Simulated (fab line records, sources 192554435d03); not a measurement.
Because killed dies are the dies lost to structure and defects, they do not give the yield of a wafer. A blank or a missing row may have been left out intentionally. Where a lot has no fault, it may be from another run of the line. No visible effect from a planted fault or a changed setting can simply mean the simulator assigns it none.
fab line records | flow n5-finfet
record lots=9 wafers=26 last-day=21
route steps=1938 shown BEOL_M3@970 BEOL_M4@1111 PASSIVATION@1936
lots that met no fault: taken from a fault-free run of the same line
start-h: start of the lot's first displayed wafer, in hours after the record's first day | wait-h: hours from the lot's prior step to this one | " repeats the value in the row above | L1.1+2: several wafers, shown together as one row | - no value, or no start given | * or withheld: withheld | < > ~ a bound
route shown NAME@n: names a module that has steps shown in the file, with the first one's number in the route | usual: mean/standard deviation taken from wafers without a fault | same: alike in all rows | chamber/n: place in a boat | sites: the reading at each site | _std_site: standard deviation across them | _edge_site: the outer-site mean with the inner-site mean subtracted | radius-mm: how far each site lies from the wafer's centre | mask NAME#n: copy n | behind: tool/chamber where the wafer was last shaped | hold: reason for holding the lot/hours on hold/outcome of the hold | device: whichever transistor did not switch (one of n, p or np) | end of line: tests run on the same wafers once the route is complete | a step given without rows: its recipe and nothing more | killed: at the first sort, the dies lost to defects and structure; wafer yield is something else | map: per-die view of a wafer (x killed, . not killed, _ where there is no die)
set.NAME: setting as actually run; set.NAME@STEP: the setting as run at that earlier step | model.NAME: the simulator's own value behind a step, which no gauge read
the route's steps for a sample of lots (tables are steps, rows are wafers)
services: when a tool's chamber went out of use (start-h, in hours from the record's first day, below 0 if earlier), for how many hours, and the reason
## steps
# step N5_BEOL_M3_ETCH_77
# recipe chemistry=N2/H2 target=underlayer target-depth-a=65 mask-material=CAR-EUV time-s=5.2 ion-energy-ev=200 pressure-mtorr=30 source-w=840 bias-w=150 n2-flow-sccm=200 h2-flow-sccm=200 ends=cleared
# usual drypump-motor-current-A=5.6/0.37 etch-rf-on-time-s=5.17/0.14 oes-product-au=0.68/0.073 rf-vpp-V=524/3.2 showerhead-plenum-p-Torr=2.53/0.1 throttle-valve-pct=17.80/0.29
# columns lot.wafer tool chamber start-h wait-h drypump-motor-current-A etch-rf-on-time-s oes-product-au rf-hours-counter-h rf-vpp-V showerhead-plenum-p-Torr throttle-valve-pct
L470.1 rie-diel-02 3 212.46 0.0 5.4 5.11 0.72 46 528 2.69 17.55
L470.4 " 2 " " 5.8 5.50 0.58 195 521 2.44 18.18
L470.5 " 3 " " 5.4 5.19 0.73 - 529 2.69 17.55
L472.2 rie-diel-02 1 213.37 0.0 4.8 5.09 0.65 165 525 2.53 18.13
L472.6 " 3 " " 5.4 5.13 0.73 - 527 2.69 17.54
L476.1 rie-diel-03 3 228.18 0.0 6.5 5.32 0.63 148 523 2.53 17.66
L476.2 " 2 " " 6.0 5.12 0.61 205 517 2.42 17.63
L476.6 " 3 " " 6.5 5.37 0.63 - 525 2.53 17.68
L477.1 rie-diel-03 3 241.55 0.0 6.5 5.40 0.62 152 523 2.53 17.67
L477.3 " 1 " " 5.9 5.05 0.62 236 529 2.61 17.91
L477.6 " 2 " " 6.0 5.12 0.61 - 518 2.42 17.66
L486.3 rie-diel-06 2 302.48 0.0 5.8 5.27 0.60 208 524 2.62 17.50
L486.4 " 3 " " 5.4 5.09 0.78 30 529 2.71 18.14
L486.6 " 0 " " 5.7 5.19 0.77 - 526 2.47 17.33
L487.3 rie-diel-02 2 303.79 0.0 5.8 5.41 0.58 221 520 2.43 18.27
L487.5 " 0 " " 5.8 5.00 0.69 - 522 2.43 17.75
L487.6 " 3 " " 5.4 5.19 0.68 - 529 2.68 17.58
L489.1 rie-diel-06 2 317.58 0.0 5.8 5.37 0.59 211 525 2.62 17.51
L489.3 " 3 " " 5.4 5.25 0.75 33 529 2.71 18.18
L489.4 " 1 " " 5.7 5.17 0.64 175 519 2.40 18.13
L490.1 rie-diel-06 3 323.16 0.0 5.3 5.15 0.77 34 528 2.71 18.16
L490.3 " 2 " " 5.8 5.37 0.59 212 525 2.62 17.51
L490.6 " 1 " " 5.7 5.17 0.64 - 518 2.40 18.12
L492.2 rie-diel-02 3 334.57 0.0 5.4 5.19 0.67 85 525 2.67 17.60
L492.3 " 1 " " 4.9 4.99 0.65 194 525 2.52 18.15
L492.6 " 0 " " 5.8 4.94 0.68 - 520 2.43 17.72
# step N5_BEOL_M3_ETCH_70
# recipe chemistry=N2/H2 target=SOC target-depth-a=800 overetch-a=160 mask-material=SiARC temp-c=40 time-s=120 ion-energy-ev=200 pressure-mtorr=30 source-w=840 bias-w=150 n2-flow-sccm=200 h2-flow-sccm=200
# usual drypump-motor-current-A=5.7/0.38 oes-product-au=0.61/0.067 rf-vpp-V=523.4/2.8 run-length-s=143.2/0.5 showerhead-plenum-p-Torr=2.52/0.1 throttle-valve-pct=17.72/0.28
# columns lot.wafer tool chamber start-h wait-h drypump-motor-current-A oes-product-au rf-hours-counter-h rf-vpp-V run-length-s showerhead-plenum-p-Torr throttle-valve-pct
L470.1 rie-diel-06 1 222.62 0.0 5.7 0.59 150 522.2 144.4 2.41 18.04
L470.4 " 3 " " 5.4 0.73 6 528.3 143.4 2.72 18.07
L470.5 " 1 " " 5.7 0.59 - 521.9 143.9 2.41 18.04
L472.2 rie-diel-02 3 223.01 0.0 5.4 0.65 49 527.9 142.9 2.69 17.49
L472.6 " 0 " " 5.8 0.62 - 522.0 143.6 2.44 17.64
L476.1 rie-diel-06 0 230.73 0.0 5.7 0.71 22 521.4 143.0 2.48 17.25
L476.2 " 3 " " 5.4 0.74 8 527.2 143.6 2.72 18.06
L476.6 " 0 " " 5.7 0.71 - 522.0 142.9 2.48 17.25
L477.1 rie-diel-06 0 242.58 0.0 5.7 0.71 25 522.2 142.7 2.48 17.24
L477.3 " 2 " " 5.8 0.55 190 525.8 143.2 2.63 17.47
L477.6 " 3 " " 5.4 0.72 - 527.9 143.4 2.72 18.07
L486.3 rie-diel-06 1 303.91 0.0 5.6 0.57 172 519.5 144.5 2.40 18.08
L486.4 " 2 " " 5.8 0.49 208 527.0 172.4 2.62 17.47
L486.6 " 1 " " 5.6 0.57 - 520.3 144.3 2.40 18.07
L487.3 rie-diel-03 1 308.34 0.0 5.9 0.75 3 526.7 143.1 2.61 17.42
L487.5 " 0 " " 5.3 0.67 - 523.3 143.2 2.48 17.65
L487.6 " 3 " " 6.5 0.56 - 523.2 142.8 2.52 17.69
L489.1 rie-diel-06 3 322.76 0.0 5.4 0.69 34 527.9 143.3 2.71 18.10
L489.3 " 2 " " 5.8 0.54 212 525.4 142.9 2.62 17.48
L489.4 " 1 " " 5.6 0.52 176 521.1 173.5 2.40 18.08
L490.1 rie-diel-02 3 326.33 0.0 5.4 0.62 81 528.3 142.6 2.67 17.55
L490.3 " 1 " " 4.9 0.56 191 522.3 142.9 2.52 18.10
L490.6 " 3 " " 5.4 0.61 - 527.7 143.2 2.67 17.54
L492.2 rie-diel-03 1 347.12 0.0 5.9 0.72 16 525.8 143.1 2.60 17.45
L492.3 " 2 " " 6.0 0.53 245 519.8 143.5 2.40 17.67
L492.6 " 2 " " 6.0 0.52 - 519.8 143.5 2.40 17.67
# step N5_BEOL_M3_STRIP_36
# recipe chemistry=N2/H2 power-w=450 temp-c=40 pressure-mtorr=20 rf-frequency-hz=6e+07 overash-fraction=0.3 bias-power-w=7 h2-frac=0.5 n2-flow-sccm=200 h2-flow-sccm=200
# usual drypump-motor-current-A=5.7/0.38 oes-product-au=0.79/0.093 power-w=450.1/1.2 rf-vpp-V=59.1/1.6 showerhead-plenum-p-Torr=2.52/0.1 throttle-valve-pct=23.5/0.33
# columns lot.wafer tool chamber start-h wait-h drypump-motor-current-A oes-product-au power-w rf-hours-counter-h rf-vpp-V showerhead-plenum-p-Torr throttle-valve-pct
L470.1 rie-diel-06 1 222.78 0.0 5.6 0.76 451.3 150 57.5 2.41 23.8
L470.4 " 3 " " 5.4 0.94 451.2 6 59.6 2.72 24.0
L470.5 " 1 " " 5.6 0.76 449.1 - 55.9 2.41 23.8
L472.2 rie-diel-02 3 223.18 0.0 5.4 0.83 448.5 49 61.9 2.68 23.4
L472.6 " 0 " " 5.8 0.82 449.8 - 61.4 2.44 23.4
L476.1 rie-diel-06 0 230.89 0.0 5.7 0.95 449.9 22 58.0 2.48 23.0
L476.2 " 3 " " 5.4 0.93 451.4 8 60.9 2.72 24.0
L476.6 " 0 " " 5.7 0.94 451.0 - 60.9 2.48 23.0
L477.1 rie-diel-06 0 242.75 0.0 5.7 0.94 449.8 25 58.3 2.48 23.0
L477.3 " 2 " " 5.8 0.70 451.8 190 59.6 2.63 23.2
L477.6 " 3 " " 5.4 0.94 449.4 - 60.8 2.72 24.1
L486.3 rie-diel-06 1 304.07 0.0 5.7 0.76 448.7 172 58.1 2.40 23.8
L486.4 " 2 " " 5.8 0.69 447.8 208 59.1 2.62 23.2
L486.6 " 1 " " 5.7 0.75 449.4 - 58.6 2.40 23.8
L487.3 rie-diel-03 1 308.50 0.0 5.9 0.98 452.2 3 60.1 2.60 23.2
L487.5 " 0 " " 5.2 0.89 450.7 - 59.5 2.47 23.3
L487.6 " 3 " " 6.4 0.71 450.6 - 58.6 2.52 23.3
L489.1 rie-diel-06 3 322.92 0.0 5.4 0.89 449.7 34 59.0 2.71 24.1
L489.3 " 2 " " 5.8 0.69 450.3 212 57.0 2.62 23.2
L489.4 " 1 " " 5.7 0.75 449.0 176 57.8 2.40 23.8
L490.1 rie-diel-02 3 326.49 0.0 5.4 0.79 449.7 81 56.7 2.67 23.4
L490.3 " 1 " " 4.8 0.75 451.0 191 56.8 2.51 24.1
L490.6 " 3 " " 5.4 0.79 449.5 - 57.0 2.67 23.4
L492.2 rie-diel-03 1 347.28 0.0 5.9 0.91 448.5 16 61.5 2.60 23.3
L492.3 " 2 " " 5.9 0.67 449.1 245 58.3 2.40 23.4
L492.6 " 2 " " 5.9 0.67 449.9 - 61.0 2.40 23.5
# step N5_BEOL_M3_OCD_MEAS_38
# usual trench-depth-nm=55.4/1.2
# columns lot.wafer tool chamber start-h wait-h trench-depth-nm
L470.1 ocd-02 - 222.97 - 55.7
L470.4 " - " " 55.0
L470.5 " - " " 55.3
L472.2 ocd-02 - 223.37 - 55.0
L472.6 " - " " 55.7
L476.1 ocd-02 - 231.08 - 57.3
L476.2 " - " " 55.7
L476.6 " - " " 57.3
L477.1 ocd-02 - 242.94 - 57.1
L477.3 " - " " 54.6
L477.6 " - " " 55.7
L486.3 ocd-02 - 304.26 - 55.1
L486.4 " - " " 53.8
L486.6 " - " " 55.4
L487.3 ocd-01 - 308.70 - 54.7
L487.5 " - " " 56.5
L487.6 " - " " 53.4
L489.1 ocd-02 - 323.11 - 56.2
L489.3 " - " " 53.8
L489.4 " - " " 55.6
L490.1 ocd-01 - 326.68 - 55.3
L490.3 " - " " 55.9
L490.6 " - " " 55.2
L492.2 ocd-01 - 347.47 - 55.5
L492.3 " - " " 54.9
L492.6 " - " " 55.2
# step N5_BEOL_M4_RC_MEAS_101
# usual DIBL_N=37.7/2 DIBL_P=37.7/2.3 IOFF_N=0.18/0.039 IOFF_P=0.23/0.042 ION_N=681/12 ION_P=463/8 SS_N=71.9/0.68 SS_P=73.6/0.71 VT_N=248/3.2 VT_P=-249/3.1
# columns lot.wafer tool chamber start-h wait-h DIBL_N[mV/V] DIBL_P[mV/V] IOFF_N[nA/um] IOFF_P[nA/um] ION_N[uA/um] ION_P[uA/um] SS_N[mV/dec] SS_P[mV/dec] VT_N[mV] VT_P[mV]
L470.1 prober-01 0 273.92 0.0 36.0 33.5 0.15 0.17 683 459 71.5 73.2 248 -252
L470.4 " 0 " " 41.0 39.8 0.31 0.28 702 465 72.3 74.6 239 -246
L470.5 " 0 " " 37.1 35.3 0.17 0.20 672 459 71.9 73.7 247 -250
L472.2 prober-02 0 276.70 0.2 38.0 37.0 0.19 0.20 692 462 71.4 73.3 247 -252
L472.6 " 0 " " 37.4 37.3 0.16 0.21 681 459 71.2 73.3 249 -252
L476.1 prober-01 0 298.57 0.0 40.2 40.8 0.22 0.27 673 456 72.8 74.5 246 -248
L476.2 " 0 " " 39.1 39.3 0.21 0.24 687 465 72.5 73.8 247 -248
L476.6 " 0 " " 38.9 38.2 0.19 0.22 662 449 71.9 73.5 251 -251
L477.1 prober-02 0 306.99 0.0 38.7 39.1 0.19 0.25 679 459 72.9 74.1 248 -251
L477.3 " 0 " " 36.7 36.1 0.15 0.18 680 458 72.5 73.9 250 -256
L477.6 " 0 " " 37.4 39.1 0.18 0.25 695 471 72.8 74.3 251 -250
L486.3 prober-02 0 348.76 0.3 37.2 36.4 0.17 0.23 674 463 71.4 73.9 248 -250
L486.4 " 0 " " 37.3 36.6 0.16 0.23 680 463 72.0 74.3 252 -250
L486.6 " 0 " " 38.1 37.9 0.19 0.25 676 459 72.4 73.7 249 -246
L487.3 prober-01 0 360.36 0.3 38.0 36.7 0.18 0.22 665 457 71.2 73.7 248 -250
L487.5 " 0 " " 37.0 35.4 0.16 0.20 677 462 71.2 73.1 248 -249
L487.6 " 0 " " 39.6 38.5 0.20 0.24 681 463 72.0 74.4 246 -251
L489.1 prober-01 0 385.68 0.0 38.0 40.6 0.18 0.23 686 471 72.0 73.7 247 -252
L489.3 " 0 " " 33.6 34.2 0.11 0.14 645 444 71.2 71.8 256 -253
L489.4 " 0 " " 35.8 36.5 0.15 0.17 675 454 71.7 73.3 251 -256
L490.1 prober-02 0 385.87 0.0 38.5 36.9 0.20 0.21 681 464 72.8 73.6 247 -249
L490.3 " 0 " " 35.3 35.0 0.15 0.19 682 464 71.3 73.6 248 -249
L490.6 " 0 " " 36.5 36.6 0.15 0.20 671 457 71.7 73.2 251 -249
L492.2 prober-02 0 402.43 0.2 36.5 36.5 0.16 0.26 662 460 71.5 73.6 250 -245
L492.3 " 0 " " 33.3 31.9 0.12 0.17 680 463 70.8 73.0 248 -251
L492.6 " 0 " " 36.9 37.3 0.19 0.26 686 475 72.2 74.0 248 -246
# step N5_PASSIVATION_PROBE_49
# usual defect-limited-yield=91.1/1.4 killed_at_M0_to_M3=34/9.6 killed_at_M4_up=15/5.3 killed-at-contacts=12/6.1 killed-at-front-end=40/11 killed-at-other=3.5/2.8 killed-dies=105/17 killed-open=70/12 killed-short=34/7.7 sort_bin_4_leakage=0.01/0.07 sort_bin_5_function=5.2/0.97 sort_bin_6_memory=3.4/0.62 sort_bin_8_speed=0.00/0.023 sort-n-pass=1075/17 sort-yield-pct=91.1/1.4
# same gross-dies=1180 killed-at-back-side=0
# columns lot.wafer tool chamber start-h wait-h defect-limited-yield[%] killed_at_M0_to_M3 killed_at_M4_up killed-at-contacts killed-at-front-end killed-at-other killed-dies killed-open killed-short sort_bin_4_leakage[%] sort_bin_5_function[%] sort_bin_6_memory[%] sort_bin_8_speed[%] sort-n-pass sort-yield-pct[%]
L486.3 prober-02 - 449.95 0.1 89.7 43 12 15 47 4 121 81 37 0 5.5 4.0 0 1059 89.7
L486.4 prober-02 - 450.00 0.2 90.5 39 15 9 45 4 112 75 37 0 5.0 3.9 0 1068 90.5
L486.6 prober-02 - 450.10 0.3 91.2 34 7 19 41 3 104 68 36 0 5.7 3.0 0 1076 91.2
# killed by level:class
L486.3 BEOL_M0_SAQP:geometric-particle:open=16 MOL_CONTACT_COAG:geometric-particle:open=13 FIN_SAQP:geometric-particle:short=11 BEOL_M2:geometric-particle:open=9 STI_FIN_REVEAL:geometric-particle:open=8 FIN_SAQP:geometric-particle:open=7 BEOL_M0_SAQP:geometric-particle:short=7 BEOL_M3:geometric-particle:open=6
L486.4 BEOL_M2:geometric-particle:open=15 FIN_SAQP:geometric-particle:short=11 FIN_SAQP:geometric-particle:open=10 STI_FIN_REVEAL:geometric-particle:open=9 BEOL_M0_SAQP:geometric-particle:short=6 MOL_CONTACT_COAG:geometric-particle:open=5 BEOL_M3:geometric-particle:open=5 DUMMY_GATE:geometric-particle:open=4
L486.6 MOL_CONTACT_COAG:geometric-particle:open=17 BEOL_M2:geometric-particle:open=12 FIN_SAQP:geometric-particle:short=11 FIN_SAQP:geometric-particle:open=9 STI_FIN_REVEAL:geometric-particle:open=7 BEOL_M1:geometric-particle:open=5 BEOL_M2:geometric-particle:short=5 BEOL_M0_SAQP:geometric-particle:short=4
## services
# columns tool chamber start-h hours kind
rie-diel-03 0 200.42 - clean
rie-diel-03 0 200.42 - consumable-replace:focus-ring
rie-diel-03 0 200.42 14.1 scheduled-down
rie-diel-03 0 200.42 14.1 vent-cycle
rie-diel-02 2 261.12 1.7 repair
rie-diel-03 3 264.21 16.9 repair
rie-diel-03 0 266.87 9.2 repair
rie-diel-03 1 281.66 - clean
rie-diel-03 1 281.66 - consumable-replace:focus-ring
rie-diel-03 1 281.66 15.9 scheduled-down
rie-diel-03 1 281.66 15.9 vent-cycle
rie-diel-02 2 283.39 7.7 repair
rie-diel-06 2 340.34 7.7 repair
## key
first-sign step=N5_BEOL_M3_ETCH_70 reading=run-length-s direction=up sigmas=60 usual=* struck=*
effect none on later readings
met-at N5_BEOL_M3_ETCH_70
struck-lots L486,L489
struck-wafers L486.4,L489.4
not-acting-at N5_BEOL_M3_ETCH_77,N5_BEOL_M3_STRIP_36,N5_BEOL_M3_OCD_MEAS_38
onset-between 242.58 303.91
fault kind=process-parameter-drift tool=rie-diel-06 chamber=- onset-h=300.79 steps=N5_BEOL_M3_ETCH_70 channel=time-s offset=* shape=step end-h=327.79 scope=struck-wafers-only acts-in=* stated=*
